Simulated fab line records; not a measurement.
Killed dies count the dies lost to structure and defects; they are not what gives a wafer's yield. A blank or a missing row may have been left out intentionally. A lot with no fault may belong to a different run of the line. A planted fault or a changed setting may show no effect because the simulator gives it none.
fab line records | flow nand_harc | part 2 of 2: steps 20 to 26 of 26
record: lots: 5 wafers: 15 last_day: 24
route steps=1159 shown A_CONTACT@926
lots that met no fault: taken from a fault-free run of the same line
start_h: the number of hours between the record's first day and the start of the first shown wafer of the lot | wait_h: hours from the lot's prior step to this one | " the same as in the row above | L1.1+2: a row that stands for several wafers | - value missing, or start not given | * or withheld: withheld | < > ~ a bound
route shown NAME@n: names a module that has steps shown in the file, with the first one's number in the route | usual: the fault-free wafers' mean and standard deviation | same: alike in all rows | chamber/n: place in a boat | sites: the reading at each site | _std_site: standard deviation of those values | _edge_site: outer sites' mean less inner sites' | radius_mm: for every site, how far away it sits from the centre of the wafer | mask NAME#n: copy n | behind: the tool/chamber that last shaped the wafer | hold: what put the lot on hold/how long, in hours/how the hold closed | device: whichever transistor did not switch (one of n, p or np) | end of line: the route-end tests of the same wafers | for a step that has no rows: nothing shown but its recipe | killed: the dies lost at the first sort to structure and to defects; this is not the yield of the wafer | map: shows each die of a wafer: x if killed, . if not, _ if none is there
set.NAME: the setting that was run; set.NAME@STEP: the one run at that earlier step | model.NAME: the simulator's own value behind a step, which no gauge read
lots at some steps of the route; a table a step, a row a wafer
services: the hour from which a tool's chamber was out of use, counted from the record's first day as start_h (under 0 if before that day), plus the number of hours and why
== steps ==
step: NHARC_A_CONTACT_ETCH_136
recipe: source_w: withheld pressure_mtorr: 20 bias_v: 3000 time_s: 132 target_depth_a: 12870 ar_flow_sccm: withheld c4f8_flow_sccm: withheld o2_flow_sccm: withheld chemistry: C4F8/O2/Ar
usual: oes_air_line_au: 0.998/0.023
columns lot.wafer tool chamber start_h wait_h oes_air_line_au rf_hours_counter_h
L077.3 har_cap_etch-03 1 403.13 0.1 1.004 -
L077.5 " 0 " " 0.976 -
L077.6 " 1 " " 0.963 -
L076.2 har_cap_etch-01 1 403.48 0.1 1.046 63
L076.1 " 0 " " 0.991 63
L076.4 " 0 " " 0.964 -
L081.3 har_cap_etch-02 1 431.51 0.1 0.998 -
L081.5 " 1 " " 0.985 -
L081.6 " 0 " " 0.942 -
L089.2 har_cap_etch-01 1 464.44 0.1 0.996 77
L089.1 " 0 " " 0.989 77
L089.3 " 0 " " 1.001 -
L096.3 har_cap_etch-02 1 510.39 0.1 0.981 -
L096.4 " 0 " " 1.000 -
L096.5 " 0 " " 1.003 -
step: NHARC_A_CONTACT_ETCH_137
recipe: source_w: withheld pressure_mtorr: 20 bias_v: 3000 time_s: 132 target_depth_a: 12870 ar_flow_sccm: withheld c4f8_flow_sccm: withheld o2_flow_sccm: withheld chemistry: C4F8/O2/Ar
usual: oes_air_line_au: 0.998/0.021
columns lot.wafer tool chamber start_h wait_h oes_air_line_au rf_hours_counter_h
L077.3 har_cap_etch-03 1 403.25 0.1 0.986 -
L077.5 " 0 " " 0.982 -
L077.6 " 1 " " 0.957 -
L076.2 har_cap_etch-01 1 403.64 0.1 1.021 63
L076.1 " 0 " " 1.012 63
L076.4 " 0 " " 1.012 -
L081.3 har_cap_etch-02 1 431.64 0.1 0.977 -
L081.5 " 1 " " 0.976 -
L081.6 " 0 " " 0.973 -
L089.2 har_cap_etch-01 1 464.56 0.1 0.958 77
L089.1 " 0 " " 1.019 77
L089.3 " 0 " " 1.035 -
L096.3 har_cap_etch-02 1 510.55 0.1 0.988 -
L096.4 " 0 " " 1.013 -
L096.5 " 0 " " 0.990 -
step: NHARC_A_CONTACT_ETCH_138
recipe: source_w: withheld pressure_mtorr: 20 bias_v: 3000 time_s: 132 target_depth_a: 12890 ar_flow_sccm: withheld c4f8_flow_sccm: withheld o2_flow_sccm: withheld chemistry: C4F8/O2/Ar
usual: oes_air_line_au: 0.994/0.018
columns lot.wafer tool chamber start_h wait_h oes_air_line_au rf_hours_counter_h
L077.3 har_cap_etch-03 1 403.37 0.1 1.022 -
L077.5 " 0 " " 1.002 -
L077.6 " 1 " " 0.982 -
L076.2 har_cap_etch-01 1 403.76 0.1 0.988 63
L076.1 " 0 " " 0.987 63
L076.4 " 0 " " 0.969 -
L081.3 har_cap_etch-02 1 431.76 0.1 1.013 -
L081.5 " 1 " " 0.997 -
L081.6 " 0 " " 0.986 -
L089.2 har_cap_etch-01 1 464.68 0.1 1.008 77
L089.1 " 0 " " 0.992 77
L089.3 " 0 " " 0.990 -
L096.3 har_cap_etch-02 1 510.72 0.1 1.003 -
L096.4 " 0 " " 0.984 -
L096.5 " 0 " " 0.985 -
step: NHARC_A_CONTACT_ETCH_139
recipe: source_w: withheld pressure_mtorr: 20 bias_v: 400 time_s: 137 target_depth_a: 5900 ar_flow_sccm: withheld c4f8_flow_sccm: 11.5 o2_flow_sccm: 7.2 chemistry: C4F8/O2/Ar
usual: oes_air_line_au: 1.000/0.019
columns lot.wafer tool chamber start_h wait_h oes_air_line_au rf_hours_counter_h
L077.3 har_cap_etch-03 1 403.55 0.2 1.008 -
L077.5 " 0 " " 1.032 -
L077.6 " 1 " " 1.004 -
L076.2 har_cap_etch-01 1 403.89 0.1 1.012 63
L076.1 " 0 " " 1.011 63
L076.4 " 0 " " 0.991 -
L081.3 har_cap_etch-02 1 431.92 0.1 0.999 -
L081.5 " 1 " " 0.987 -
L081.6 " 0 " " 1.021 -
L089.2 har_cap_etch-01 1 464.81 0.1 0.994 78
L089.1 " 0 " " 0.989 78
L089.3 " 0 " " 1.008 -
L096.3 har_cap_etch-02 1 510.92 0.2 0.983 -
L096.4 " 0 " " 0.989 -
L096.5 " 0 " " 1.013 -
step: NHARC_A_CONTACT_ETCH_92
recipe: target_depth_a: 400 over_etch_frac: 0.5 time_s: 85.7 ion_energy_ev: 120 ch3f_flow_sccm: 50 o2_flow_sccm: 30 ar_flow_sccm: 200 rf_w: 500 bias_w: 100 chemistry: CH3F/O2
usual: drypump_motor_current_A: 5.9/0.33 oes_product_au: 0.938/0.027 rf_vpp_V: 244.5/1.5 showerhead_plenum_p_Torr: 2.47/0.094 throttle_valve_pct: 20.662/0.0081
same: over_etch_frac: 0.5
columns lot.wafer tool chamber start_h wait_h drypump_motor_current_A oes_product_au rf_hours_counter_h rf_vpp_V showerhead_plenum_p_Torr throttle_valve_pct
L077.3 rie_diel-06 1 403.88 0.3 6.0 0.936 57 247.2 2.64 20.652
L077.6 " 2 " " 5.5 0.940 - 245.5 2.49 20.662
L077.5 " 3 " " 6.0 0.933 - 245.4 2.55 20.649
L076.4 rie_diel-07 0 404.29 0.3 5.6 0.926 31 246.0 2.51 20.658
L076.2 " 2 " " 6.2 0.931 34 244.7 2.53 20.668
L076.1 " 3 " " 6.1 0.933 32 244.0 2.34 20.677
L081.3 rie_diel-07 2 432.32 0.4 6.2 0.959 4 245.1 2.53 20.668
L081.5 " 3 " " 6.2 0.947 - 243.0 2.33 20.660
L081.6 " 0 " " 5.6 0.927 - 244.3 2.51 20.671
L089.1 rie_diel-07 0 465.22 0.3 5.6 0.923 12 245.9 2.51 20.678
L089.3 " 1 " " 5.9 0.923 13 246.1 2.57 20.663
L089.2 " 2 " " 6.2 0.933 13 246.6 2.53 20.657
L096.3 rie_diel-07 0 511.33 0.4 5.7 0.924 18 244.3 2.50 20.672
L096.4 " 1 " " 5.9 0.938 20 245.7 2.56 20.661
L096.5 " 3 " " 6.2 0.939 - 242.8 2.33 20.652
step: NHARC_A_CONTACT_ETCH_98
recipe: target_depth_a: 200 over_etch_frac: 0.5 time_s: 10 ion_energy_ev: 250 c4f6_flow_sccm: 25 o2_flow_sccm: 20 ar_flow_sccm: 500 rf_w: 600 bias_w: 500 chemistry: C4F6/O2
usual: drypump_motor_current_A: 6.0/0.32 oes_product_au: 0.963/0.021 rf_vpp_V: 547/3.1 showerhead_plenum_p_Torr: 3.93/0.14 throttle_valve_pct: 26.904/0.0086
same: over_etch_frac: 0.5
columns lot.wafer tool chamber start_h wait_h drypump_motor_current_A oes_product_au rf_hours_counter_h rf_vpp_V showerhead_plenum_p_Torr throttle_valve_pct
L077.3 rie_diel-06 0 - - 6.5 0.937 55 544 3.84 26.902
L077.6 " 3 " " 6.0 0.958 - 550 4.07 26.898
L077.5 " 0 " " 6.5 0.932 - 547 3.85 26.905
L076.1 rie_diel-07 1 - - 5.9 0.967 33 550 4.10 26.921
L076.2 " 2 " " 6.2 0.937 34 550 4.03 26.909
L076.4 " 3 " " 6.2 0.951 32 541 3.74 26.904
L081.3 rie_diel-07 3 - - 6.2 0.971 4 543 3.74 26.895
L081.5 " 0 " " 5.6 0.963 - 549 4.00 26.914
L081.6 " 1 " " 5.9 0.956 - 550 4.09 26.903
L089.2 rie_diel-07 3 - - 6.2 0.969 12 543 3.73 26.896
L089.3 " 1 " " 5.9 0.937 13 549 4.09 26.910
L089.1 " 2 " " 6.2 0.935 13 549 4.02 26.910
L096.3 rie_diel-07 3 - - 6.2 0.982 18 543 3.73 26.919
L096.4 " 2 " " 6.2 0.970 20 549 4.02 26.910
L096.5 " 0 " " 5.6 0.971 - 550 3.99 26.906
step: NHARC_A_CONTACT_CD_MEAS_15
usual: cd_nm: 90.2/0.6
columns lot.wafer tool chamber start_h wait_h cd_nm
L077.3 cd_sem-01 - 404.06 - 91.7
L077.5 " - " " 91.0
L077.6 " - " " 89.7
L076.1 cd_sem-03 - 404.50 - 90.5
L076.2 " - " " 91.2
L076.4 " - " " 89.7
L081.3 cd_sem-01 - 432.50 - 90.7
L081.5 " - " " 90.0
L081.6 " - " " 91.3
L089.1 cd_sem-02 - 465.43 - 90.4
L089.2 " - " " 90.1
L089.3 " - " " 90.6
L096.3 cd_sem-01 - 511.58 - 89.6
L096.4 " - " " 89.9
L096.5 " - " " 89.5
== services ==
columns tool chamber start_h hours kind
rie_diel-07 0 384.45 - clean
rie_diel-07 1 384.45 - clean
rie_diel-07 2 384.45 - clean
rie_diel-07 3 384.45 - clean
rie_diel-06 - 390.24 1.4 repair
har_cap_etch-01 - 394.75 0.2 repair
rie_diel-07 - 405.20 9.0 pm
rie_diel-07 0 405.20 9.0 vent_cycle
rie_diel-07 1 405.20 9.0 vent_cycle
rie_diel-07 2 405.20 9.0 vent_cycle
rie_diel-07 3 405.20 9.0 vent_cycle
rie_diel-07 0 414.20 - clean
rie_diel-06 - 418.43 9.0 pm
rie_diel-02 3 427.16 5.2 repair
arfi_scanner-02 - 428.00 4.0 pm
rie_diel-07 0 439.06 1.8 repair
litho_track-01 - 443.00 7.0 pm
rie_diel-06 2 464.28 9.1 repair
litho_track-06 - 467.01 7.0 pm
arfi_scanner-03 - 484.00 4.0 pm
litho_track-04 - 491.00 7.0 pm
rie_diel-07 2 495.11 1.8 repair
rie_diel-02 - 506.09 9.0 pm
har_cap_etch-03 - 506.98 0.5 repair
